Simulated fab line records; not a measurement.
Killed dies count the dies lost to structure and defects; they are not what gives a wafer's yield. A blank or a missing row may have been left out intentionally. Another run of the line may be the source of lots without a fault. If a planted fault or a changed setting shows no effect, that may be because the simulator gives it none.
What tool caused it? | flow n5 finfet | Sampling: 24 lots, 72 wafers, 4 of 1938 route steps

WHAT THE GAUGES SHOWED, per wafer
N5_BEOL_M5_CD_MEAS_28: target cd 30.6 nm, target cd y 20 nm. Usual: cd nm 30.61 nm, standard deviation 0.24.
lot  | measured     | on        | cd nm (nm)        | flag
L074 | day 9 13:33  | cd sem-01 | 30.62 30.81 30.64 |
L076 | day 9 19:02  | cd sem-03 | 30.27 30.28 30.65 |
L075 | day 9 19:05  | cd sem-02 | 30.58 30.64 30.63 |
L079 | day 10 00:19 | cd sem-03 | 30.89 30.62 30.74 |
L077 | day 10 00:29 | cd sem-02 | 30.35 30.86 30.63 |
L081 | day 10 04:16 | cd sem-01 | 30.65 30.47 30.71 |
L082 | day 10 07:14 | cd sem-01 | 30.51 30.31 30.86 |
L080 | day 10 07:40 | cd sem-02 | 29.99 30.90 30.29 |
L078 | day 11 09:35 | cd sem-03 | 30.46 30.56 30.34 |
L083 | day 11 12:17 | cd sem-02 | 30.70 30.76 30.53 |
L084 | day 11 12:30 | cd sem-01 | 30.47 30.68 29.76 |
L085 | day 11 17:46 | cd sem-02 | 30.37 30.33 30.65 |
L086 | day 11 20:07 | cd sem-02 | 30.52 30.33 30.28 |
L087 | day 12 17:47 | cd sem-01 | 30.79 30.75 30.65 |
L088 | day 12 17:50 | cd sem-03 | 30.73 31.00 30.93 |
L089 | day 12 20:02 | cd sem-02 | 30.37 30.87 30.48 |
L090 | day 13 00:37 | cd sem-03 | 30.71 30.69 30.76 |
L091 | day 13 15:43 | cd sem-01 | 30.31 30.60 30.65 |
L092 | day 13 15:46 | cd sem-02 | 30.47 30.54 30.86 |
L093 | day 13 21:07 | cd sem-03 | 30.81 31.02 30.77 |
L094 | day 13 22:49 | cd sem-02 | 30.78 30.90 31.52 |
L095 | day 14 00:23 | cd sem-01 | 30.54 30.26 30.69 |
L097 | day 14 15:02 | cd sem-03 | 30.40 30.35 30.49 |
L096 | day 14 16:15 | cd sem-01 | 30.67 30.67 30.51 |

N5_BEOL_M6_CD_MEAS_28 targets a cd of 40 nm. Usual: cd nm 40.14 nm, standard deviation 0.23.
lot  | measured     | on        | cd nm (nm)        | flag
L074 | day 10 04:16 | cd sem-03 | 40.00 40.27 39.79 |
L076 | day 10 07:14 | cd sem-03 | 40.21 40.28 40.20 |
L075 | day 10 07:47 | cd sem-02 | 40.39 40.73 40.45 |
L079 | day 10 13:06 | cd sem-01 | 40.04 39.70 40.13 |
L077 | day 10 16:08 | cd sem-01 | 39.80 40.15 39.96 |
L081 | day 10 15:46 | cd sem-03 | 40.07 40.26 40.29 |
L082 | day 10 19:24 | cd sem-01 | 40.28 40.25 40.25 |
L080 | day 10 22:37 | cd sem-03 | 40.53 40.22 39.90 |
L078 | day 11 23:46 | cd sem-03 | 39.55 40.05 40.14 |
L083 | day 12 02:44 | cd sem-02 | 40.46 39.60 39.81 |
L084 | day 12 02:47 | cd sem-03 | 40.17 40.28 40.60 |
L085 | day 12 06:08 | cd sem-03 | 39.94 39.74 39.83 |
L086 | day 12 10:20 | cd sem-03 | 39.96 39.93 40.40 |
L087 | day 13 10:43 | cd sem-03 | 39.94 40.01 40.13 |
L088 | day 13 10:46 | cd sem-01 | 40.21 40.12 40.38 |
L089 | day 13 10:40 | cd sem-01 | 40.07 39.83 40.27 |
L090 | day 13 13:17 | cd sem-02 | 40.02 40.23 40.25 |
L091 | day 14 03:13 | cd sem-03 | 40.52 40.32 40.29 |
L092 | day 14 05:56 | cd sem-02 | 40.31 40.22 40.02 |
L093 | day 14 10:16 | cd sem-03 | 40.33 39.99 40.07 |
L094 | day 14 10:26 | cd sem-03 | 40.30 40.20 40.36 |
L095 | day 14 13:21 | cd sem-03 | 40.10 40.26 40.25 |
L097 | day 15 06:11 | cd sem-02 | 40.27 40.05 40.11 |
L096 | day 15 06:21 | cd sem-01 | 39.67 40.11 40.08 |

N5_BEOL_M6_INSPECT_30: inspects for defects (brightfield). Usual: raw defect count 407, standard deviation 90.
lot  | measured     | on                | raw defect count | flag
L074 | day 10 04:22 | defect inspect-01 | 440 433 471      |
L076 | day 10 07:19 | defect inspect-01 | 473 503 415      |
L075 | day 10 07:53 | defect inspect-02 | 437 310 345      |
L079 | day 10 13:11 | defect inspect-02 | 436 296 281      |
L077 | day 10 16:14 | defect inspect-02 | 436 501 459      |
L081 | day 10 15:52 | defect inspect-01 | 362 361 355      |
L082 | day 10 19:29 | defect inspect-01 | 290 275 380      |
L080 | day 10 22:43 | defect inspect-02 | 375 386 484      |
L078 | day 11 23:52 | defect inspect-02 | 452 343 424      |
L083 | day 12 02:50 | defect inspect-02 | 267 239 271      |
L084 | day 12 02:52 | defect inspect-02 | 464 556 576      |
L085 | day 12 06:13 | defect inspect-01 | 469 413 477      |
L086 | day 12 10:26 | defect inspect-02 | 548 431 389      |
L087 | day 13 10:49 | defect inspect-01 | 367 474 444      |
L088 | day 13 10:51 | defect inspect-02 | 225 214 249      |
L089 | day 13 10:46 | defect inspect-02 | 378 388 309      |
L090 | day 13 13:22 | defect inspect-01 | 426 402 416      |
L091 | day 14 03:19 | defect inspect-01 | 471 473 412      |
L092 | day 14 06:01 | defect inspect-02 | 438 455 435      |
L093 | day 14 10:21 | defect inspect-02 | 422 474 302      |
L094 | day 14 10:31 | defect inspect-02 | 474 463 579      |
L095 | day 14 13:26 | defect inspect-02 | 331 414 264      |
L097 | day 15 06:16 | defect inspect-02 | 615 479 455      |
L096 | day 15 06:26 | defect inspect-02 | 377 369 449      |

WHICH TOOL RAN EACH LOT (tool, then ch and the chambers of the sampled wafers, then the start)
lot  | N5_BEOL_M5_CURE_80
L074 | uv cure-01 ch 0, day 9 14:23
L076 | uv cure-03 ch 0, day 9 19:46
L075 | uv cure-02 ch 1, day 9 20:01
L079 | uv cure-02 ch 0, day 10 01:03
L077 | uv cure-01 ch 0, day 10 01:14
L081 | uv cure-02 ch 1, day 10 05:01
L082 | uv cure-03 ch 0, day 10 07:58
L080 | uv cure-03 ch 2, day 10 08:34
L078 | uv cure-01 ch 1, day 11 10:28
L083 | uv cure-01 ch 2, day 11 13:33
L084 | uv cure-01 ch 1, day 11 13:48
L085 | uv cure-01 ch 0, day 11 18:41
L086 | uv cure-03 ch 1, day 11 20:59
L087 | uv cure-01 ch 2, day 12 19:00
L088 | uv cure-02 ch 1, day 12 19:07
L089 | uv cure-01 ch 0, day 12 20:48
L090 | uv cure-03 ch 0, day 13 01:27
L091 | uv cure-01 ch 1, day 13 16:28
L092 | uv cure-02 ch 2, day 13 16:43
L093 | uv cure-03 ch 2, day 13 21:56
L094 | uv cure-03 ch 0, day 13 23:40
L095 | uv cure-02 ch 0, day 14 01:16
L097 | uv cure-02 ch 2, day 14 17:11
L096 | uv cure-03 ch 0, day 14 17:40
- N5_BEOL_M5_CURE_80: cures SiCOH lowk, time 120 s.

AS READ BY THE TOOLS THEMSELVES (means over the sampled wafers that have a number; for cases with no such wafer, the mark the record gives instead)
N5_BEOL_M5_CURE_80. Usual: lamp power pct 52.31 %, standard deviation 0.058; wafer_temp_C_max 371.7, standard deviation 0.5.
lot  | tool       | lamp power pct (%) | wafer_temp_C_max | flag
L074 | uv cure-01 | 52.36              | 371.4            |
L076 | uv cure-03 | 52.30              | 371.7            |
L075 | uv cure-02 | 52.34              | 371.5            |
L079 | uv cure-02 | 52.30              | 372.5            |
L077 | uv cure-01 | 52.27              | 372.2            |
L081 | uv cure-02 | 52.31              | 371.6            |
L082 | uv cure-03 | 52.32              | 371.5            |
L080 | uv cure-03 | 52.35              | 372.2            |
L078 | uv cure-01 | 52.29              | 370.7            |
L083 | uv cure-01 | 52.31              | 371.9            |
L084 | uv cure-01 | 52.31              | 370.9            |
L085 | uv cure-01 | 52.34              | 372.3            |
L086 | uv cure-03 | 52.31              | 372.2            |
L087 | uv cure-01 | 52.28              | 371.7            |
L088 | uv cure-02 | 52.30              | 372.0            |
L089 | uv cure-01 | 52.32              | 371.9            |
L090 | uv cure-03 | 52.32              | 371.6            |
L091 | uv cure-01 | 52.30              | 371.2            |
L092 | uv cure-02 | 52.34              | 371.3            |
L093 | uv cure-03 | 52.35              | 372.0            |
L094 | uv cure-03 | 52.39              | 371.4            |
L095 | uv cure-02 | 52.28              | 372.1            |
L097 | uv cure-02 | 52.30              | 371.6            |
L096 | uv cure-03 | 52.26              | 371.6            |

THE ANSWER, worked out from the rows above alone
Rule: take the mean of a lot's wafers that have a number; if it is more than 3 standard deviations from the usual mean, the lot is off. A lot without any number at a reading at which 4 lots or more have one is off too. Any other lot the step has rows for is counted as sound. First the gauges in route order, then the tools' own readings, where a lot's mean is used as printed above. At the first step where some lot is off, the reading lying furthest off is the one used; lots without a number count as furthest.
Across all readings shown, no lot is off: no conclusion can be drawn from this.

WHAT WAS PUT IN BY THE SIMULATOR
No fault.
